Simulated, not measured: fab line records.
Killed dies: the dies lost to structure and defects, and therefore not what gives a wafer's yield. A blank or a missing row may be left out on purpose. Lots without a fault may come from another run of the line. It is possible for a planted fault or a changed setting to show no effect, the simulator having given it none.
Which tool did it? + flow nand_harc + 9 lots, 27 wafers sampled, at 6 steps of a route of 1302

== WHAT EACH GAUGE READ, for each wafer ==
NHARC_END_WLT_00. Usual: VT_DECK1_BOTTOM 0.872, standard deviation 0.0092; VT_DECK1_BOTTOM_INNER 0.872, standard deviation 0.0094; VT_DECK1_MEDIAN_NEAR_BOTTOM 0.873, standard deviation 0.0092; VT_DECK1_MEDIAN_NEAR_BOTTOM_INNER 0.873, standard deviation 0.0098; VT_DECK1_MIDDLE 0.884, standard deviation 0.0088; VT_DECK1_MIDDLE_INNER 0.884, standard deviation 0.0084; VT_DECK1_TOP 0.895, standard deviation 0.0088; VT_DECK1_TOP_INNER 0.895, standard deviation 0.0081; VT_DECK2_BOTTOM 0.868, standard deviation 0.0098; VT_DECK2_BOTTOM_INNER 0.868, standard deviation 0.0093; VT_DECK2_MEDIAN_NEAR_BOTTOM 0.869, standard deviation 0.0089; VT_DECK2_MEDIAN_NEAR_BOTTOM_INNER 0.869, standard deviation 0.0098; VT_DECK2_MIDDLE 0.882, standard deviation 0.0083; VT_DECK2_MIDDLE_INNER 0.882, standard deviation 0.009; VT_DECK2_TOP 0.893, standard deviation 0.0086; VT_DECK2_TOP_INNER 0.893, standard deviation 0.0091.
| lot  | measured     | on        | VT_DECK1_BOTTOM                     | VT_DECK1_BOTTOM_INNER               | VT_DECK1_MEDIAN_NEAR_BOTTOM         | VT_DECK1_MEDIAN_NEAR_BOTTOM_INNER   | VT_DECK1_MIDDLE                     | VT_DECK1_MIDDLE_INNER               | VT_DECK1_TOP                        | VT_DECK1_TOP_INNER                  | VT_DECK2_BOTTOM                     | VT_DECK2_BOTTOM_INNER               | VT_DECK2_MEDIAN_NEAR_BOTTOM         | VT_DECK2_MEDIAN_NEAR_BOTTOM_INNER   | VT_DECK2_MIDDLE                     | VT_DECK2_MIDDLE_INNER               | VT_DECK2_TOP                        | VT_DECK2_TOP_INNER                  | flag |
|------|--------------|-----------|-------------------------------------|-------------------------------------|-------------------------------------|-------------------------------------|-------------------------------------|-------------------------------------|-------------------------------------|-------------------------------------|-------------------------------------|-------------------------------------|-------------------------------------|-------------------------------------|-------------------------------------|-------------------------------------|-------------------------------------|-------------------------------------|------|
| L198 | day 24 12:43 | prober-02 | 6.002 6.038 6.014 6.019 6.000 6.003 | 5.969 5.986 5.997 5.974 6.024 5.966 | 5.972 6.015 6.025 5.993 6.041 5.967 | 5.959 6.052 5.957 6.028 6.061 6.009 | 6.020 6.045 6.045 6.046 6.024 5.995 | 5.982 6.035 5.997 5.997 6.025 5.986 | 5.990 5.972 5.961 6.014 6.076 5.969 | 6.007 5.975 6.010 6.002 5.997 5.976 | 5.981 6.028 6.017 5.971 5.988 5.993 | 6.030 5.972 6.003 6.000 6.039 6.015 | 5.991 5.966 6.004 6.004 5.975 6.032 | 6.057 5.986 6.021 5.999 6.021 6.040 | 6.010 6.001 6.053 5.980 6.009 5.931 | 6.048 6.010 5.984 5.996 6.046 5.999 | 5.986 5.964 6.037 6.031 6.016 5.959 | 6.017 6.022 6.013 5.992 5.973 5.993 | OFF  |
| L199 | day 26 00:56 | prober-01 | 6.036 5.987 6.029 5.977 6.013 5.998 | 5.976 5.963 6.032 6.048 6.013 6.071 | 5.957 6.006 5.998 6.039 6.001 5.947 | 6.017 5.931 6.007 6.034 5.969 6.009 | 6.030 5.984 6.011 6.058 6.015 6.018 | 6.014 5.963 6.016 6.024 6.011 5.940 | 5.943 5.948 6.024 6.007 5.982 6.025 | 5.964 5.993 5.930 6.024 5.944 5.997 | 5.980 5.979 5.992 5.981 5.990 5.993 | 6.027 5.953 5.995 5.976 5.970 5.928 | 6.049 6.002 5.983 6.022 5.930 6.034 | 5.995 6.005 6.024 5.978 5.993 5.967 | 6.064 6.046 6.008 5.972 5.938 6.015 | 6.030 5.994 5.988 6.040 5.967 5.954 | 6.029 6.043 5.948 5.968 6.005 6.019 | 5.980 5.970 5.979 5.977 6.038 5.981 | OFF  |
| L208 | day 29 09:46 | prober-02 | 0.870 0.853 0.871                   | 0.866 0.866 0.867                   | 0.869 0.863 0.872                   | 0.867 0.854 0.871                   | 0.877 0.874 0.884                   | 0.879 0.870 0.887                   | 0.882 0.888 0.885                   | 0.883 0.884 0.891                   | 0.880 0.878 0.869                   | 0.879 0.881 0.874                   | 0.872 0.876 0.879                   | 0.884 0.873 0.880                   | 0.893 0.886 0.880                   | 0.891 0.887 0.900                   | 0.899 0.907 0.909                   | 0.906 0.909 0.903                   |      |
| L210 | day 29 08:32 | prober-01 | 0.867 0.855 0.850                   | 0.870 0.852 0.851                   | 0.862 0.851 0.850                   | 0.865 0.861 0.861                   | 0.873 0.868 0.864                   | 0.881 0.872 0.868                   | 0.879 0.884 0.875                   | 0.880 0.877 0.875                   | 0.860 0.871 0.876                   | 0.869 0.867 0.877                   | 0.874 0.870 0.875                   | 0.864 0.870 0.868                   | 0.872 0.877 0.887                   | 0.884 0.881 0.888                   | 0.889 0.885 0.889                   | 0.884 0.887 0.891                   |      |
| L209 | day 29 16:23 | prober-01 | 0.860 0.862 0.873                   | 0.867 0.864 0.862                   | 0.872 0.860 0.873                   | 0.868 0.861 0.866                   | 0.880 0.874 0.879                   | 0.877 0.875 0.884                   | 0.892 0.892 0.894                   | 0.887 0.893 0.893                   | 0.871 0.860 0.858                   | 0.868 0.852 0.856                   | 0.866 0.862 0.862                   | 0.868 0.865 0.858                   | 0.875 0.875 0.875                   | 0.877 0.870 0.877                   | 0.890 0.882 0.887                   | 0.890 0.887 0.885                   |      |
| L211 | day 30 11:24 | prober-02 | 0.850 0.870 0.876                   | 0.862 0.866 0.862                   | 0.867 0.870 0.866                   | 0.858 0.863 0.866                   | 0.874 0.883 0.879                   | 0.870 0.876 0.880                   | 0.891 0.887 0.891                   | 0.881 0.898 0.892                   | 0.872 0.880 0.868                   | 0.866 0.873 0.880                   | 0.875 0.873 0.879                   | 0.871 0.878 0.871                   | 0.881 0.892 0.883                   | 0.882 0.885 0.893                   | 0.894 0.903 0.889                   | 0.898 0.898 0.892                   |      |
| L213 | day 30 10:54 | prober-01 | 0.867 0.862 0.862                   | 0.861 0.866 0.858                   | 0.860 0.858 0.861                   | 0.857 0.859 0.865                   | 0.876 0.865 0.873                   | 0.868 0.875 0.880                   | 0.886 0.882 0.877                   | 0.881 0.883 0.879                   | 0.866 0.867 0.867                   | 0.870 0.874 0.872                   | 0.869 0.873 0.880                   | 0.861 0.876 0.873                   | 0.876 0.885 0.887                   | 0.882 0.879 0.885                   | 0.891 0.889 0.893                   | 0.896 0.893 0.889                   |      |
| L212 | day 30 19:38 | prober-02 | 0.862 0.873 0.862                   | 0.858 0.872 0.869                   | 0.859 0.870 0.864                   | 0.864 0.878 0.865                   | 0.875 0.877 0.880                   | 0.873 0.872 0.877                   | 0.890 0.888 0.890                   | 0.889 0.887 0.890                   | 0.876 0.871 0.869                   | 0.873 0.870 0.871                   | 0.869 0.867 0.873                   | 0.873 0.865 0.868                   | 0.889 0.878 0.885                   | 0.882 0.875 0.878                   | 0.891 0.900 0.882                   | 0.900 0.896 0.893                   |      |
| L217 | day 33 02:02 | prober-02 | 0.877 0.877 0.880                   | 0.879 0.882 0.885                   | 0.881 0.887 0.882                   | 0.878 0.886 0.882                   | 0.892 0.899 0.887                   | 0.898 0.892 0.893                   | 0.913 0.910 0.898                   | 0.909 0.897 0.903                   | 0.885 0.880 0.880                   | 0.894 0.879 0.879                   | 0.892 0.877 0.886                   | 0.896 0.878 0.891                   | 0.894 0.891 0.898                   | 0.901 0.887 0.904                   | 0.913 0.901 0.909                   | 0.910 0.908 0.912                   |      |

NHARC_END_SORT_01. Usual: defect_limited_yield 91.7 %, standard deviation 2.5; killed_at_array 52, standard deviation 18; killed_at_other 1.0, standard deviation 1.4; killed_at_periphery 3.1, standard deviation 2.3; killed_dies 56, standard deviation 17; killed_open 3.0, standard deviation 1.7; killed_short 2.5, standard deviation 1.7; sort_bin_2_pct 3.0 %, standard deviation 1.1; sort_bin_3_pct 0.6 %, standard deviation 0.36; sort_bin_4_pct 4.8 %, standard deviation 1.4; sort_n_pass 621, standard deviation 17; sort_rim_yield_pct 91 %, standard deviation 4.6; sort_yield_pct 91.7 %, standard deviation 2.5.
| lot  | measured     | on        | defect_limited_yield (%) | killed_at_array | killed_at_other | killed_at_periphery | killed_dies | killed_open | killed_short | sort_bin_2_pct (%) | sort_bin_3_pct (%) | sort_bin_4_pct (%) | sort_n_pass | sort_rim_yield_pct (%) | sort_yield_pct (%) | flag |
|------|--------------|-----------|--------------------------|-----------------|-----------------|---------------------|-------------|-------------|--------------|--------------------|--------------------|--------------------|-------------|------------------------|--------------------|------|
| L208 | day 29 12:46 | prober-02 | 93.5 93.1 94.2           | 39 44 37        | 2 1 1           | 3 2 1               | 44 47 39    | 2 5 3       | 3 8 2        | 1.5 1.9 1.8        | 0.7 0.3 0.4        | 4.3 4.7 3.5        | 633 630 638 | 93 89 95               | 93.5 93.1 94.2     |      |
| L210 | day 29 11:35 | prober-01 | 91.0 90.5 89.1           | 58 59 67        | 1 1 4           | 2 4 3               | 61 64 74    | 2 1 4       | 1 2 0        | 4.0 3.0 3.2        | 0.3 1.5 0.6        | 4.7 5.0 7.1        | 616 613 603 | 95 78 92               | 91.0 90.5 89.1     |      |
| L209 | day 29 19:25 | prober-01 | 90.8 90.8 92.8           | 58 54 46        | 0 0 0           | 4 8 3               | 62 62 49    | 5 3 5       | 3 4 3        | 3.2 3.7 2.1        | 0.4 0.3 0.3        | 5.5 5.2 4.9        | 615 615 628 | 90 89 89               | 90.8 90.8 92.8     |      |
| L217 | day 33 05:18 | prober-02 | 91.9 91.3 91.3           | 52 59 56        | 1 0 0           | 2 0 3               | 55 59 59    | 2 0 6       | 3 2 4        | 2.7 3.1 3.7        | 1.2 0.4 0.1        | 4.3 5.2 4.9        | 622 618 618 | 92 93 91               | 91.9 91.3 91.3     |      |

== WHICH TOOL RAN EACH LOT (tool, then ch and the chambers of the sampled wafers, then the start) ==
| lot  | NHARC_A_CHANNEL_HOLE_D2_ETCH_26  | NHARC_A_CHANNEL_HOLE_D2_ETCH_27  | NHARC_A_CHANNEL_FILL_D2_ETCHBACK_20 | NHARC_A_CHANNEL_FILL_D2_CVD_05   |
|------|----------------------------------|----------------------------------|-------------------------------------|----------------------------------|
| L198 | har_etch-02 ch 0, day 14 04:27   | har_etch-02 ch 0, day 14 04:39   | rie_diel-08 ch 0,1,2, day 15 06:53  | lpcvd_poly-01, day 15 09:26      |
| L199 | har_etch-01 ch 0,1, day 15 00:00 | har_etch-01 ch 0,1, day 15 00:12 | rie_diel-08 ch 0,1,3, day 16 01:54  | lpcvd_poly-02, day 16 05:40      |
| L208 | har_etch-01 ch 0,1, day 18 06:07 | har_etch-01 ch 0,1, day 18 06:19 | rie_diel-05 ch 1,2, day 19 08:34    | lpcvd_poly-01 ch 0, day 19 11:07 |
| L210 | har_etch-01 ch 0,1, day 19 07:41 | har_etch-01 ch 0,1, day 19 07:53 | rie_diel-13 ch 1,3, day 20 10:02    | lpcvd_poly-02 ch 0, day 20 12:29 |
| L209 | har_etch-02 ch 0,1, day 19 09:16 | har_etch-02 ch 0,1, day 19 09:27 | rie_diel-08 ch 0,2,3, day 20 10:00  | lpcvd_poly-02 ch 0, day 20 12:29 |
| L211 | har_etch-01 ch 0,1, day 19 21:02 | har_etch-01 ch 0,1, day 19 21:15 | rie_diel-08 ch 0,2,3, day 20 23:24  | lpcvd_poly-02 ch 0, day 21 01:53 |
| L213 | har_etch-02 ch 0,1, day 19 22:07 | har_etch-02 ch 0,1, day 19 22:19 | rie_diel-05 ch 0,1,2, day 20 23:25  | lpcvd_poly-02 ch 0, day 21 01:53 |
| L212 | har_etch-01 ch 0,1, day 20 01:16 | har_etch-01 ch 0,1, day 20 01:28 | rie_diel-08 ch 2,3, day 21 06:09    | lpcvd_poly-03 ch 0, day 21 08:47 |
| L217 | har_etch-02 ch 0,1, day 22 04:47 | har_etch-02 ch 0,1, day 22 04:58 | rie_diel-13 ch 0,1,2, day 23 07:20  | lpcvd_poly-03 ch 0, day 23 09:56 |
- NHARC_A_CHANNEL_HOLE_D2_ETCH_26: etches the open film in C4F8/O2/Ar, time 224.1 s, target depth 300 nm.
- NHARC_A_CHANNEL_HOLE_D2_ETCH_27: etches the open film in C4F8/O2/Ar, time 90 s, target depth 400 nm.
- NHARC_A_CHANNEL_FILL_D2_ETCHBACK_20: etches the open film in C4F8/O2/Ar, target depth 27 nm, time 13.5 s.
- NHARC_A_CHANNEL_FILL_D2_CVD_05: deposits poly-Si, target thk 5 nm.

== AS READ BY THE TOOLS THEMSELVES (means over the sampled wafers that have a number; for cases with no such wafer, the mark the record gives instead) ==
NHARC_A_CHANNEL_HOLE_D2_ETCH_26. Usual: c4f8_flow_sccm 11.40 sccm, standard deviation 0.034; drypump_motor_current_A 5.42 A, standard deviation 0.18; showerhead_plenum_p_Torr 3.70 Torr, standard deviation 0.11; throttle_valve_pct 24.584 %, standard deviation 0.0093.
| lot  | tool        | c4f8_flow_sccm (sccm) | drypump_motor_current_A (A) | showerhead_plenum_p_Torr (Torr) | throttle_valve_pct (%) | flag |
|------|-------------|-----------------------|-----------------------------|---------------------------------|------------------------|------|
| L198 | har_etch-02 | 11.43                 | 5.26                        | 3.60                            | 24.586                 |      |
| L199 | har_etch-01 | 11.38                 | 5.61                        | 3.70                            | 24.589                 |      |
| L208 | har_etch-01 | 11.39                 | 5.51                        | 3.64                            | 24.577                 |      |
| L210 | har_etch-01 | 11.42                 | 5.60                        | 3.67                            | 24.594                 |      |
| L209 | har_etch-02 | 11.36                 | 5.27                        | 3.89                            | 24.594                 |      |
| L211 | har_etch-01 | 11.37                 | 5.51                        | 3.63                            | 24.581                 |      |
| L213 | har_etch-02 | 11.39                 | 5.27                        | 3.89                            | 24.578                 |      |
| L212 | har_etch-01 | 11.39                 | 5.51                        | 3.63                            | 24.591                 |      |
| L217 | har_etch-02 | 11.39                 | 5.27                        | 3.79                            | 24.583                 |      |

NHARC_A_CHANNEL_HOLE_D2_ETCH_27. Usual: c4f8_flow_sccm 41.69 sccm, standard deviation 0.13; drypump_motor_current_A 5.42 A, standard deviation 0.18; showerhead_plenum_p_Torr 3.70 Torr, standard deviation 0.11; throttle_valve_pct 27.621 %, standard deviation 0.0085.
| lot  | tool        | c4f8_flow_sccm (sccm) | drypump_motor_current_A (A) | showerhead_plenum_p_Torr (Torr) | throttle_valve_pct (%) | flag |
|------|-------------|-----------------------|-----------------------------|---------------------------------|------------------------|------|
| L198 | har_etch-02 | 41.80                 | 5.25                        | 3.60                            | 27.623                 |      |
| L199 | har_etch-01 | 41.57                 | 5.58                        | 3.70                            | 27.616                 |      |
| L208 | har_etch-01 | 41.67                 | 5.49                        | 3.64                            | 27.617                 |      |
| L210 | har_etch-01 | 41.77                 | 5.63                        | 3.66                            | 27.612                 |      |
| L209 | har_etch-02 | 41.70                 | 5.30                        | 3.88                            | 27.616                 |      |
| L211 | har_etch-01 | 41.60                 | 5.52                        | 3.63                            | 27.624                 |      |
| L213 | har_etch-02 | 41.63                 | 5.25                        | 3.88                            | 27.625                 |      |
| L212 | har_etch-01 | 41.69                 | 5.50                        | 3.63                            | 27.615                 |      |
| L217 | har_etch-02 | 41.65                 | 5.27                        | 3.79                            | 27.618                 |      |

NHARC_A_CHANNEL_FILL_D2_ETCHBACK_20. Usual: oes_product_au 0.98 a.u., standard deviation 0.031; rf_vpp_V 977 V, standard deviation 6.2.
| lot  | tool        | oes_product_au (a.u.) | rf_vpp_V (V) | flag |
|------|-------------|-----------------------|--------------|------|
| L198 | rie_diel-08 | 0.99                  | 983          |      |
| L199 | rie_diel-08 | 0.99                  | 977          |      |
| L208 | rie_diel-05 | 0.93                  | 977          |      |
| L210 | rie_diel-13 | 1.00                  | 970          |      |
| L209 | rie_diel-08 | 0.99                  | 980          |      |
| L211 | rie_diel-08 | 0.93                  | 979          |      |
| L213 | rie_diel-05 | 1.02                  | 975          |      |
| L212 | rie_diel-08 | 0.99                  | 977          |      |
| L217 | rie_diel-13 | 0.99                  | 969          |      |

NHARC_A_CHANNEL_FILL_D2_CVD_05. Usual: spike_tc_bottom_C 572.7 C, standard deviation 1.8; spike_tc_centre_C 550.3 C, standard deviation 1.3.
| lot  | tool          | spike_tc_bottom_C (C) | spike_tc_centre_C (C) | flag |
|------|---------------|-----------------------|-----------------------|------|
| L198 | lpcvd_poly-01 | -                     | -                     | OFF  |
| L199 | lpcvd_poly-02 | -                     | -                     | OFF  |
| L208 | lpcvd_poly-01 | 570.9                 | 548.0                 |      |
| L210 | lpcvd_poly-02 | 573.8                 | 550.4                 |      |
| L209 | lpcvd_poly-02 | 574.9                 | 549.5                 |      |
| L211 | lpcvd_poly-02 | 573.0                 | 550.7                 |      |
| L213 | lpcvd_poly-02 | 574.5                 | 550.9                 |      |
| L212 | lpcvd_poly-03 | 571.8                 | 552.0                 |      |
| L217 | lpcvd_poly-03 | 572.5                 | 551.3                 |      |

== THE ANSWER, worked out from the rows above alone ==
Rule: lot off if the mean of its wafers having a number is beyond 3 standard deviations from the usual mean. A lot without any number at a reading at which 4 lots or more have one is off too. Any other lot the step has rows for is counted as sound. The gauges are gone through in route order, then the tools' own readings, and for those a lot's mean is taken as printed above. The first step at which some lot is off is used, and at that step the reading that is off furthest; a lot without a number counts as furthest.
Off: at NHARC_END_WLT_00 (VT_DECK1_TOP_INNER), L198, L199.
A tool fits if, at a process step before that reading, it ran every lot that is off, and no sound lot after the first of them. Not tried: the gauges at NHARC_END_WLT_00; whatever is off there is also off at NHARC_A_CHANNEL_FILL_D2_CVD_05, on other tools, and gauge error can't account for it. No candidate that was tried fits.

== WHAT HAD BEEN PUT IN BY THE SIMULATOR ==
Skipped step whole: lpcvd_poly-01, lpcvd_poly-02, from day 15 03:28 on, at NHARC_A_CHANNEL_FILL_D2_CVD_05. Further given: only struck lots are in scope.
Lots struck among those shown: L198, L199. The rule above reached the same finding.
